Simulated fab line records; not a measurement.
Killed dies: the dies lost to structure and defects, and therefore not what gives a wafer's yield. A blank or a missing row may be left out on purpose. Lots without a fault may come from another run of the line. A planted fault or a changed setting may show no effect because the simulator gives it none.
fab line records + flow nand_harc
record
- lots=14
- wafers=42
- last_day=33
route steps=1302 shown A_CONTACT@1064
lots that met no fault: taken from a fault-free run of the same line
start_h: hours from the record's first day to the start of the lot's first wafer shown + wait_h: time in hours since the lot's previous step + " same as the row above + L1.1+2: a row that stands for several wafers + - no value, or no start given + * or withheld: withheld + < > ~ a bound
route shown NAME@n: a module of which the file shows steps, and the number in the route of the first + usual: average and standard deviation across the fault-free wafers + same: alike in all rows + chamber/n: place in a boat + sites: readings site by site + _std_site: the standard deviation of these + _edge_site: inner sites' mean taken away from outer sites' mean + radius_mm: for every site, how far away it sits from the centre of the wafer + mask NAME#n: copy n + behind: the tool/chamber that last shaped the wafer + hold: why the lot was held/for how many hours/how that ended + device: the transistor (n, p or np) that didn't switch + end of line: the route-end tests of the same wafers + a step with no rows: only its recipe + killed: not the wafer's yield, but the dies lost to structure and defects at the first sort + map: shows each die of a wafer: x if killed, . if not, _ if none is there
set.NAME: the setting as run; set.NAME@STEP: as run at that earlier step + model.NAME: the simulator's own value behind a step, which no gauge read
route steps across a sampled set of lots; one table per step, one row per wafer
services: from which hour (start_h, from the record's first day; less than 0 if before it) a tool's chamber was out of use, for how many hours, and why
## steps
# step NHARC_A_CONTACT_STRIP_82
# recipe
- o2_flow_sccm=500
- ar_flow_sccm=0
- bias_w=0
- chemistry=O2
# usual
- drypump_motor_current_A=5.9/0.35
- o2_flow_sccm=499.7/1.5
- oes_product_au=1.000/0.0067
- rf_vpp_V=57.9/0.88
- showerhead_plenum_p_Torr=3.54/0.14
- throttle_valve_pct=17.037/0.0092
| lot.wafer | tool        | chamber | start_h | wait_h | drypump_motor_current_A | o2_flow_sccm | oes_product_au | rf_hours_counter_h | rf_vpp_V | showerhead_plenum_p_Torr | throttle_valve_pct |
|-----------|-------------|---------|---------|--------|-------------------------|--------------|----------------|--------------------|----------|--------------------------|--------------------|
| L912.1    | rie_diel-01 | 1       | -       | -      | 5.9                     | 498.9        | 0.996          | 20                 | 56.9     | 3.68                     | 17.040             |
| L912.2    | "           | 2       | "       | "      | 5.9                     | 502.2        | 0.998          | 22                 | 57.5     | 3.49                     | 17.030             |
| L912.5    | "           | 0       | "       | "      | 6.1                     | 497.5        | 0.997          | -                  | 59.0     | 3.74                     | 17.038             |
| L915.2    | rie_diel-05 | 1       | -       | -      | 5.5                     | 502.5        | 0.996          | 36                 | 58.4     | 3.49                     | 17.042             |
| L915.6    | "           | 2       | "       | "      | 6.1                     | 499.5        | 1.004          | -                  | 57.1     | 3.40                     | 17.039             |
| L915.5    | "           | 3       | "       | "      | 6.1                     | 500.6        | 1.000          | -                  | 56.8     | 3.50                     | 17.028             |
| L913.3    | rie_diel-07 | 3       | -       | -      | 6.3                     | 497.7        | 0.983          | 8                  | 58.9     | 3.65                     | 17.020             |
| L913.1    | "           | 0       | "       | "      | 5.0                     | 497.2        | 0.992          | 11                 | 57.9     | 3.29                     | 17.047             |
| L913.2    | "           | 1       | "       | "      | 6.0                     | 499.9        | 1.000          | 12                 | 56.5     | 3.49                     | 17.029             |
| L914.4    | rie_diel-01 | 3       | -       | -      | 5.6                     | 500.9        | 1.000          | 26                 | 57.3     | 3.39                     | 17.041             |
| L914.1    | "           | 0       | "       | "      | 6.0                     | 497.4        | 0.989          | 24                 | 57.2     | 3.73                     | 17.028             |
| L914.5    | "           | 2       | "       | "      | 5.9                     | 498.4        | 1.005          | -                  | 58.5     | 3.48                     | 17.039             |
| L916.3    | rie_diel-07 | 0       | -       | -      | 5.0                     | 500.0        | 1.009          | 18                 | 58.4     | 3.28                     | 17.040             |
| L916.1    | "           | 1       | "       | "      | 6.0                     | 500.2        | 1.002          | 21                 | 57.2     | 3.48                     | 17.027             |
| L916.5    | "           | 0       | "       | "      | 5.0                     | 498.6        | 1.006          | -                  | 57.6     | 3.29                     | 17.030             |
| L917.4    | rie_diel-01 | 3       | -       | -      | 5.7                     | 501.4        | 1.006          | 30                 | 57.0     | 3.39                     | 17.023             |
| L917.2    | "           | 1       | "       | "      | 5.9                     | 500.9        | 1.011          | 30                 | 57.7     | 3.67                     | 17.050             |
| L917.5    | "           | 3       | "       | "      | 5.7                     | 501.8        | 1.011          | -                  | 58.3     | 3.39                     | 17.023             |
| L919.2    | rie_diel-05 | 0       | -       | -      | 6.4                     | 497.3        | 0.999          | 54                 | 57.9     | 3.71                     | 17.042             |
| L919.3    | "           | 1       | "       | "      | 5.5                     | 498.3        | 0.998          | 59                 | 58.2     | 3.48                     | 17.039             |
| L919.6    | "           | 0       | "       | "      | 6.4                     | 499.6        | 0.989          | -                  | 56.9     | 3.71                     | 17.046             |
| L921.2    | rie_diel-01 | 3       | -       | -      | 5.6                     | 500.8        | 0.997          | 8                  | 55.8     | 3.39                     | 17.044             |
| L921.4    | "           | 0       | "       | "      | 6.1                     | 499.4        | 0.999          | 8                  | 58.3     | 3.73                     | 17.047             |
| L921.6    | "           | 2       | "       | "      | 5.9                     | 499.1        | 1.015          | -                  | 58.4     | 3.48                     | 17.041             |
| L920.2    | rie_diel-01 | 0       | -       | -      | 6.1                     | 499.7        | 0.999          | 9                  | 58.8     | 3.72                     | 17.051             |
| L920.4    | "           | 1       | "       | "      | 5.9                     | 500.3        | 1.007          | 10                 | 56.9     | 3.67                     | 17.034             |
| L920.3    | "           | 3       | "       | "      | 5.6                     | 499.1        | 1.007          | 9                  | 56.7     | 3.39                     | 17.045             |
| L927.4    | rie_diel-05 | 0       | -       | -      | 6.4                     | 499.2        | 1.003          | 16                 | 59.0     | 3.70                     | 17.038             |
| L927.1    | "           | 1       | "       | "      | 5.5                     | 499.3        | 1.003          | 18                 | 58.1     | 3.47                     | 17.037             |
| L927.6    | "           | 0       | "       | "      | 6.4                     | 498.6        | 1.001          | -                  | 58.6     | 3.70                     | 17.044             |
| L930.4    | rie_diel-01 | 3       | -       | -      | 5.6                     | 502.3        | 1.011          | 14                 | 57.4     | 3.38                     | 17.050             |
| L930.5    | "           | 1       | "       | "      | 5.9                     | 498.7        | 0.998          | -                  | 57.2     | 3.66                     | 17.039             |
| L930.6    | "           | 2       | "       | "      | 5.9                     | 498.9        | 1.000          | -                  | 57.9     | 3.47                     | 17.040             |
| L931.1    | rie_diel-01 | 2       | -       | -      | 5.9                     | 497.7        | 1.005          | 13                 | 57.2     | 3.47                     | 17.049             |
| L931.6    | "           | 2       | "       | "      | 5.9                     | 498.8        | 0.995          | -                  | 58.3     | 3.47                     | 17.026             |
| L931.5    | "           | 3       | "       | "      | 5.6                     | 500.4        | 0.998          | -                  | 57.2     | 3.38                     | 17.034             |
| L932.1    | rie_diel-01 | 0       | -       | -      | 6.0                     | 501.3        | 1.002          | 20                 | 57.6     | 3.72                     | 17.035             |
| L932.4    | "           | 1       | "       | "      | 5.9                     | 497.3        | 0.999          | 21                 | 57.1     | 3.66                     | 17.040             |
| L932.5    | "           | 0       | "       | "      | 6.0                     | 500.3        | 0.996          | -                  | 58.7     | 3.72                     | 17.044             |
| L934.4    | rie_diel-01 | 0       | -       | -      | 6.0                     | 497.9        | 0.995          | 25                 | 59.0     | 3.72                     | 17.038             |
| L934.2    | "           | 3       | "       | "      | 5.6                     | 498.8        | 1.006          | 26                 | 56.8     | 3.38                     | 17.041             |
| L934.6    | "           | 0       | "       | "      | 6.0                     | 498.3        | 0.988          | -                  | 57.0     | 3.72                     | 17.045             |
# step NHARC_A_CONTACT_ETCH_30
# recipe
- target_depth_a=726
- time_s=36.3
- cf4_flow_sccm=100
- chf3_flow_sccm=30
- ar_flow_sccm=0
- rf_w=500
- bias_w=200
- chemistry=CF4/CHF3
# usual
- cf4_flow_sccm=100.01/0.29
- drypump_motor_current_A=5.9/0.34
- oes_product_au=0.936/0.02
- rf_vpp_V=370.8/2.2
- showerhead_plenum_p_Torr=1.58/0.063
- throttle_valve_pct=16.802/0.0095
| lot.wafer | tool        | chamber | start_h | wait_h | cf4_flow_sccm | drypump_motor_current_A | oes_product_au | rf_hours_counter_h | rf_vpp_V | showerhead_plenum_p_Torr | throttle_valve_pct |
|-----------|-------------|---------|---------|--------|---------------|-------------------------|----------------|--------------------|----------|--------------------------|--------------------|
| L912.1    | rie_diel-01 | 3       | 504.67  | -      | 100.04        | 5.6                     | 0.929          | 20                 | 369.3    | 1.51                     | 16.791             |
| L912.2    | "           | 1       | "       | "      | 99.80         | 5.9                     | 0.924          | 20                 | 372.1    | 1.64                     | 16.804             |
| L912.5    | "           | 3       | "       | "      | 100.31        | 5.7                     | 0.929          | -                  | 369.3    | 1.51                     | 16.816             |
| L915.2    | rie_diel-01 | 0       | 525.74  | -      | 100.77        | 6.0                     | 0.916          | 24                 | 372.8    | 1.67                     | 16.801             |
| L915.5    | "           | 0       | "       | "      | 100.23        | 6.0                     | 0.914          | -                  | 374.1    | 1.67                     | 16.781             |
| L915.6    | "           | 1       | "       | "      | 100.31        | 5.9                     | 0.921          | -                  | 370.6    | 1.64                     | 16.797             |
| L913.1    | rie_diel-05 | 1       | 527.55  | -      | 99.81         | 5.5                     | 0.919          | 40                 | 370.8    | 1.56                     | 16.787             |
| L913.3    | "           | 3       | "       | "      | 99.65         | 6.1                     | 0.927          | 37                 | 370.3    | 1.56                     | 16.786             |
| L913.2    | "           | 0       | "       | "      | 100.38        | 6.4                     | 0.923          | 38                 | 373.3    | 1.66                     | 16.800             |
| L914.1    | rie_diel-01 | 2       | 531.16  | -      | 100.08        | 5.9                     | 0.917          | 28                 | 370.8    | 1.55                     | 16.797             |
| L914.4    | "           | 0       | "       | "      | 99.86         | 6.0                     | 0.925          | 25                 | 375.3    | 1.67                     | 16.818             |
| L914.5    | "           | 1       | "       | "      | 99.85         | 5.8                     | 0.927          | -                  | 373.4    | 1.64                     | 16.788             |
| L916.3    | rie_diel-01 | 0       | 543.53  | -      | 99.48         | 6.0                     | 0.962          | 28                 | 373.9    | 1.67                     | 16.802             |
| L916.1    | "           | 1       | "       | "      | 100.02        | 5.9                     | 0.964          | 29                 | 372.3    | 1.64                     | 16.801             |
| L916.5    | "           | 3       | "       | "      | 100.63        | 5.6                     | 0.960          | -                  | 369.6    | 1.51                     | 16.807             |
| L917.4    | rie_diel-05 | 1       | 558.94  | -      | 99.67         | 5.5                     | 0.975          | 52                 | 369.9    | 1.55                     | 16.789             |
| L917.2    | "           | 3       | "       | "      | 99.81         | 6.1                     | 0.962          | 47                 | 369.2    | 1.56                     | 16.815             |
| L917.5    | "           | 1       | "       | "      | 99.85         | 5.5                     | 0.980          | -                  | 369.9    | 1.55                     | 16.809             |
| L919.3    | rie_diel-01 | 2       | 582.30  | -      | 99.88         | 5.9                     | 0.925          | 1                  | 370.4    | 1.55                     | 16.813             |
| L919.2    | "           | 3       | "       | "      | 100.03        | 5.7                     | 0.913          | 2                  | 368.9    | 1.51                     | 16.802             |
| L919.6    | "           | 3       | "       | "      | 100.46        | 5.6                     | 0.922          | -                  | 366.9    | 1.51                     | 16.804             |
| L921.4    | rie_diel-01 | 0       | 614.97  | -      | 100.08        | 6.0                     | 0.921          | 10                 | 373.6    | 1.66                     | 16.800             |
| L921.2    | "           | 1       | "       | "      | 100.55        | 5.8                     | 0.924          | 10                 | 371.6    | 1.64                     | 16.802             |
| L921.6    | "           | 0       | "       | "      | 100.25        | 6.0                     | 0.926          | -                  | 372.3    | 1.66                     | 16.801             |
| L920.4    | rie_diel-05 | 0       | 619.67  | -      | 100.02        | 6.4                     | 0.924          | 9                  | 373.5    | 1.65                     | 16.798             |
| L920.2    | "           | 1       | "       | "      | 99.85         | 5.5                     | 0.936          | 11                 | 369.2    | 1.55                     | 16.801             |
| L920.3    | "           | 2       | "       | "      | 99.93         | 6.2                     | 0.933          | 10                 | 369.3    | 1.51                     | 16.807             |
| L927.1    | rie_diel-07 | 2       | 644.42  | -      | 100.11        | 5.5                     | 0.921          | 52                 | 369.6    | 1.53                     | 16.791             |
| L927.4    | "           | 0       | "       | "      | 99.69         | 5.0                     | 0.918          | 50                 | 364.9    | 1.46                     | 16.806             |
| L927.6    | "           | 2       | "       | "      | 99.67         | 5.5                     | 0.933          | -                  | 366.9    | 1.53                     | 16.797             |
| L930.4    | rie_diel-01 | 3       | 687.33  | -      | 99.84         | 5.6                     | 0.930          | 15                 | 369.0    | 1.51                     | 16.803             |
| L930.6    | "           | 0       | "       | "      | 100.12        | 6.0                     | 0.796          | -                  | 373.0    | 1.66                     | 16.796             |
| L930.5    | "           | 1       | "       | "      | 100.09        | 5.8                     | 0.930          | -                  | 372.3    | 1.63                     | 16.817             |
| L931.1    | rie_diel-01 | 2       | 693.13  | -      | 99.83         | 5.8                     | 0.935          | 14                 | 370.4    | 1.55                     | 16.803             |
| L931.5    | "           | 3       | "       | "      | 99.77         | 5.6                     | 0.932          | -                  | 368.6    | 1.51                     | 16.818             |
| L931.6    | "           | 0       | "       | "      | 100.07        | 6.0                     | 0.797          | -                  | 373.2    | 1.66                     | 16.792             |
| L932.4    | rie_diel-05 | 3       | 714.38  | -      | 100.24        | 6.1                     | 0.973          | 42                 | 371.0    | 1.55                     | 16.827             |
| L932.1    | "           | 2       | "       | "      | 99.94         | 6.2                     | 0.976          | 45                 | 367.9    | 1.50                     | 16.808             |
| L932.5    | "           | 3       | "       | "      | 99.70         | 6.1                     | 0.974          | -                  | 369.6    | 1.55                     | 16.799             |
| L934.2    | rie_diel-07 | 3       | 737.80  | -      | 99.85         | 6.3                     | 0.922          | 26                 | 371.1    | 1.61                     | 16.797             |
| L934.4    | "           | 1       | "       | "      | 99.36         | 6.0                     | 0.915          | 27                 | 370.4    | 1.54                     | 16.780             |
| L934.6    | "           | 0       | "       | "      | 99.84         | 5.0                     | 0.934          | -                  | 375.9    | 1.69                     | 16.807             |
# step NHARC_A_CONTACT_ETCH_138
# recipe
- source_w=withheld
- pressure_mtorr=20
- bias_v=1200
- time_s=311
- target_depth_a=19140
- ar_flow_sccm=withheld
- c4f8_flow_sccm=withheld
- o2_flow_sccm=withheld
- chemistry=C4F8/O2/Ar
| lot.wafer | tool            | chamber | start_h | wait_h | rf_hours_counter_h |
|-----------|-----------------|---------|---------|--------|--------------------|
| L912.1    | har_cap_etch-02 | 0       | 506.29  | 0.2    | 87                 |
| L912.2    | "               | 1       | "       | "      | 87                 |
| L912.5    | "               | 0       | "       | "      | -                  |
| L915.2    | har_cap_etch-03 | 0       | 527.80  | 0.3    | 49                 |
| L915.6    | "               | 1       | "       | "      | -                  |
| L915.5    | "               | 0       | "       | "      | -                  |
| L913.2    | har_cap_etch-02 | 1       | 529.15  | 0.2    | 95                 |
| L913.1    | "               | 0       | "       | "      | 95                 |
| L913.3    | "               | 0       | "       | "      | -                  |
| L914.1    | har_cap_etch-03 | 0       | 532.82  | 0.2    | 50                 |
| L914.4    | "               | 0       | "       | "      | -                  |
| L914.5    | "               | 0       | "       | "      | -                  |
| L916.1    | har_cap_etch-01 | 1       | 545.13  | 0.2    | 7                  |
| L916.3    | "               | 0       | "       | "      | -                  |
| L916.5    | "               | 0       | "       | "      | -                  |
| L917.2    | har_cap_etch-01 | 1       | 560.56  | 0.2    | 8                  |
| L917.4    | "               | 1       | "       | "      | -                  |
| L917.5    | "               | 1       | "       | "      | -                  |
| L919.2    | har_cap_etch-02 | 1       | 583.93  | 0.2    | 103                |
| L919.3    | "               | 0       | "       | "      | -                  |
| L919.6    | "               | 0       | "       | "      | -                  |
| L921.2    | har_cap_etch-02 | 0       | 616.62  | 0.2    | 110                |
| L921.4    | "               | 0       | "       | "      | -                  |
| L921.6    | "               | 0       | "       | "      | -                  |
| L920.2    | har_cap_etch-03 | 1       | 621.34  | 0.2    | 65                 |
| L920.4    | "               | 0       | "       | "      | -                  |
| L920.3    | "               | 1       | "       | "      | -                  |
| L927.1    | har_cap_etch-01 | 1       | 646.56  | 0.3    | 24                 |
| L927.4    | "               | 1       | "       | "      | -                  |
| L927.6    | "               | 0       | "       | "      | -                  |
| L930.4    | har_cap_etch-01 | 1       | 689.02  | 0.2    | -                  |
| L930.6    | "               | 1       | "       | "      | -                  |
| L930.5    | "               | 0       | "       | "      | -                  |
| L931.1    | har_cap_etch-03 | 0       | 694.77  | 0.2    | 79                 |
| L931.6    | "               | 1       | "       | "      | -                  |
| L931.5    | "               | 0       | "       | "      | -                  |
| L932.1    | har_cap_etch-02 | 1       | 716.05  | 0.2    | 128                |
| L932.4    | "               | 1       | "       | "      | -                  |
| L932.5    | "               | 0       | "       | "      | -                  |
| L934.2    | har_cap_etch-03 | 1       | 739.45  | 0.2    | 87                 |
| L934.4    | "               | 1       | "       | "      | -                  |
| L934.6    | "               | 1       | "       | "      | -                  |
# step NHARC_A_CONTACT_ETCH_92
# recipe
- target_depth_a=400
- over_etch_frac=0.5
- time_s=85.7
- ion_energy_ev=120
- ch3f_flow_sccm=50
- o2_flow_sccm=30
- ar_flow_sccm=200
- rf_w=500
- bias_w=100
- chemistry=CH3F/O2
# usual
- drypump_motor_current_A=5.90/0.28
- o2_flow_sccm=30.01/0.099
- oes_product_au=0.933/0.021
- rf_vpp_V=244.4/1.6
- showerhead_plenum_p_Torr=2.46/0.098
- throttle_valve_pct=20.663/0.01
| lot.wafer | tool        | chamber | start_h | wait_h | drypump_motor_current_A | o2_flow_sccm | oes_product_au | rf_hours_counter_h | rf_vpp_V | showerhead_plenum_p_Torr | throttle_valve_pct |
|-----------|-------------|---------|---------|--------|-------------------------|--------------|----------------|--------------------|----------|--------------------------|--------------------|
| L912.2    | rie_diel-01 | 0       | 507.13  | 0.5    | 6.05                    | 29.87        | 0.916          | 19                 | 244.9    | 2.61                     | 20.673             |
| L912.1    | "           | 1       | "       | "      | 5.85                    | 30.09        | 0.923          | 21                 | 245.2    | 2.57                     | 20.655             |
| L912.5    | "           | 0       | "       | "      | 6.02                    | 30.02        | 0.929          | -                  | 247.1    | 2.61                     | 20.672             |
| L915.2    | rie_diel-01 | 3       | 528.75  | 0.5    | 5.63                    | 29.91        | 0.924          | 26                 | 241.6    | 2.36                     | 20.661             |
| L915.5    | "           | 3       | "       | "      | 5.62                    | 29.96        | 0.918          | -                  | 242.6    | 2.36                     | 20.681             |
| L915.6    | "           | 0       | "       | "      | 6.01                    | 30.02        | 0.919          | -                  | 247.1    | 2.61                     | 20.677             |
| L913.1    | rie_diel-01 | 3       | 530.00  | 0.5    | 5.63                    | 29.91        | 0.930          | 26                 | 241.5    | 2.36                     | 20.658             |
| L913.2    | "           | 0       | "       | "      | 6.03                    | 30.02        | 0.911          | 24                 | 246.8    | 2.61                     | 20.659             |
| L913.3    | "           | 1       | "       | "      | 5.89                    | 29.92        | 0.919          | 26                 | 245.6    | 2.56                     | 20.654             |
| L914.1    | rie_diel-01 | 1       | 533.60  | 0.5    | 5.87                    | 30.03        | 0.935          | 26                 | 245.1    | 2.56                     | 20.680             |
| L914.5    | "           | 1       | "       | "      | 5.89                    | 30.12        | 0.931          | -                  | 246.6    | 2.56                     | 20.683             |
| L914.4    | "           | 0       | "       | "      | 6.04                    | 29.93        | 0.924          | -                  | 245.9    | 2.61                     | 20.674             |
| L916.1    | rie_diel-01 | 1       | 545.96  | 0.5    | 5.87                    | 30.12        | 0.938          | 29                 | 244.4    | 2.56                     | 20.677             |
| L916.3    | "           | 0       | "       | "      | 6.04                    | 30.02        | 0.927          | 28                 | 245.2    | 2.61                     | 20.659             |
| L916.5    | "           | 2       | "       | "      | 5.87                    | 29.93        | 0.923          | -                  | 245.5    | 2.42                     | 20.662             |
| L917.2    | rie_diel-05 | 2       | 561.40  | 0.5    | 6.14                    | 29.92        | 0.919          | 52                 | 244.5    | 2.36                     | 20.660             |
| L917.4    | "           | 0       | "       | "      | 6.43                    | 29.96        | 0.920          | 49                 | 247.9    | 2.59                     | 20.643             |
| L917.5    | "           | 1       | "       | "      | 5.49                    | 30.13        | 0.923          | -                  | 243.5    | 2.43                     | 20.670             |
| L919.2    | rie_diel-01 | 3       | 584.78  | 0.5    | 5.63                    | 29.97        | 0.946          | 2                  | 242.0    | 2.36                     | 20.671             |
| L919.3    | "           | 0       | "       | "      | 6.06                    | 30.06        | 0.935          | 2                  | 245.3    | 2.60                     | 20.660             |
| L919.6    | "           | 3       | "       | "      | 5.66                    | 30.08        | 0.927          | -                  | 244.0    | 2.36                     | 20.662             |
| L921.2    | rie_diel-05 | 3       | 617.41  | 0.5    | 6.10                    | 29.95        | 1.006          | 7                  | 243.7    | 2.43                     | 20.662             |
| L921.4    | "           | 1       | "       | "      | 5.52                    | 29.95        | 1.005          | 11                 | 243.9    | 2.42                     | 20.678             |
| L921.6    | "           | 3       | "       | "      | 6.10                    | 29.87        | 0.999          | -                  | 244.4    | 2.43                     | 20.675             |
| L920.4    | rie_diel-05 | 2       | 622.12  | 0.4    | 6.14                    | 29.99        | 0.920          | 11                 | 243.7    | 2.35                     | 20.667             |
| L920.2    | "           | 3       | "       | "      | 6.10                    | 29.95        | 0.932          | 9                  | 245.1    | 2.43                     | 20.652             |
| L920.3    | "           | 1       | "       | "      | 5.50                    | 30.22        | 0.926          | 12                 | 244.3    | 2.42                     | 20.646             |
| L927.4    | rie_diel-05 | 3       | 647.57  | 0.5    | 6.12                    | 30.00        | 0.925          | 20                 | 244.0    | 2.42                     | 20.647             |
| L927.1    | "           | 2       | "       | "      | 6.17                    | 29.96        | 0.930          | 19                 | 242.4    | 2.35                     | 20.659             |
| L927.6    | "           | 0       | "       | "      | 6.41                    | 30.06        | 0.923          | -                  | 246.5    | 2.58                     | 20.642             |
| L930.4    | rie_diel-01 | 2       | 689.79  | 0.4    | 5.87                    | 30.00        | 0.928          | 13                 | 243.7    | 2.42                     | 20.659             |
| L930.6    | "           | 0       | "       | "      | 6.02                    | 30.03        | 0.918          | -                  | 246.7    | 2.60                     | 20.673             |
| L930.5    | "           | 1       | "       | "      | 5.89                    | 30.28        | 0.925          | -                  | 245.4    | 2.56                     | 20.659             |
| L931.1    | rie_diel-01 | 1       | 695.61  | 0.5    | 5.89                    | 30.04        | 0.937          | 16                 | 245.6    | 2.56                     | 20.655             |
| L931.6    | "           | 2       | "       | "      | 5.84                    | 29.78        | 0.936          | -                  | 244.0    | 2.42                     | 20.658             |
| L931.5    | "           | 3       | "       | "      | 5.67                    | 30.17        | 0.947          | -                  | 242.1    | 2.35                     | 20.656             |
| L932.1    | rie_diel-01 | 0       | 716.89  | 0.5    | 6.03                    | 30.05        | 0.925          | 21                 | 245.5    | 2.60                     | 20.683             |
| L932.4    | "           | 3       | "       | "      | 5.66                    | 29.97        | 0.926          | 22                 | 243.9    | 2.35                     | 20.675             |
| L932.5    | "           | 1       | "       | "      | 5.90                    | 29.95        | 0.923          | -                  | 245.8    | 2.55                     | 20.661             |
| L934.4    | rie_diel-07 | 1       | 740.24  | 0.4    | 6.09                    | 30.11        | 0.922          | 28                 | 243.5    | 2.40                     | 20.665             |
| L934.2    | "           | 2       | "       | "      | 5.56                    | 30.01        | 0.924          | 24                 | 243.6    | 2.38                     | 20.661             |
| L934.6    | "           | 2       | "       | "      | 5.53                    | 30.01        | 0.924          | -                  | 241.8    | 2.38                     | 20.651             |
## services
| tool            | chamber | start_h | hours | kind   |
|-----------------|---------|---------|-------|--------|
| rie_diel-01     | 0       | 487.82  | -     | clean  |
| rie_diel-01     | 1       | 487.82  | -     | clean  |
| rie_diel-01     | 2       | 487.82  | -     | clean  |
| rie_diel-01     | 3       | 487.82  | -     | clean  |
| har_cap_etch-01 | -       | 497.00  | 17.0  | pm     |
| rie_diel-05     | 1       | 511.35  | 3.4   | repair |
| rie_diel-01     | 0       | 512.32  | -     | clean  |
| rie_diel-01     | 1       | 512.32  | -     | clean  |
| rie_diel-01     | 2       | 512.32  | -     | clean  |
| rie_diel-01     | 3       | 512.32  | -     | clean  |
| rie_diel-01     | 2       | 532.67  | 6.3   | repair |
| rie_diel-01     | 0       | 536.90  | -     | clean  |
| rie_diel-01     | 1       | 536.90  | -     | clean  |
| rie_diel-01     | 3       | 536.90  | -     | clean  |
| rie_diel-01     | -       | 558.32  | 9.0   | pm     |
| rie_diel-05     | -       | 586.10  | 9.0   | pm     |
| rie_diel-01     | -       | 619.30  | 36.6  | repair |
| har_cap_etch-01 | -       | 648.89  | 25.2  | repair |
| rie_diel-07     | -       | 649.66  | 9.0   | pm     |
| rie_diel-05     | 3       | 662.16  | 5.9   | repair |
| rie_diel-07     | 3       | 662.54  | 3.8   | repair |
| rie_diel-05     | 3       | 670.92  | 15.3  | repair |
| rie_diel-07     | 2       | 710.79  | 8.1   | repair |
| rie_diel-01     | -       | 735.32  | 9.0   | pm     |
## key
first_sign
- step=NHARC_A_CONTACT_ETCH_30
- reading=oes_product_au
- direction=down
- sigmas=7.2
- usual=0.936
- struck=0.796
effect none on later readings
met_at NHARC_A_CONTACT_ETCH_30
struck_lots L930,L931
struck_wafers L930.6,L931.6
sort_left_out L930.6,L931.6
tester_left_out L930,L931
not_acting_at NHARC_A_CONTACT_STRIP_82,NHARC_A_CONTACT_ETCH_138,NHARC_A_CONTACT_ETCH_92
onset_between 614.97 687.33
fault
- kind=process_parameter_drift
- tool=rie_diel-01
- chamber=0
- onset_h=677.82
- steps=NHARC_A_CONTACT_ETCH_30
- channel=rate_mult
- offset=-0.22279
- shape=step
- end_h=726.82
# tester_left_out: of these lots the tester's yield and bins aren't shown, on N5 and GAA mostly nor the transistor test; their killed dies are dies lost to structure and defects alone, not to doping, threshold or leakage, so they don't give the yield
# sort_left_out: the simulated sort isn't trusted on such a fault, so these wafers' sort isn't shown, and their yield isn't known
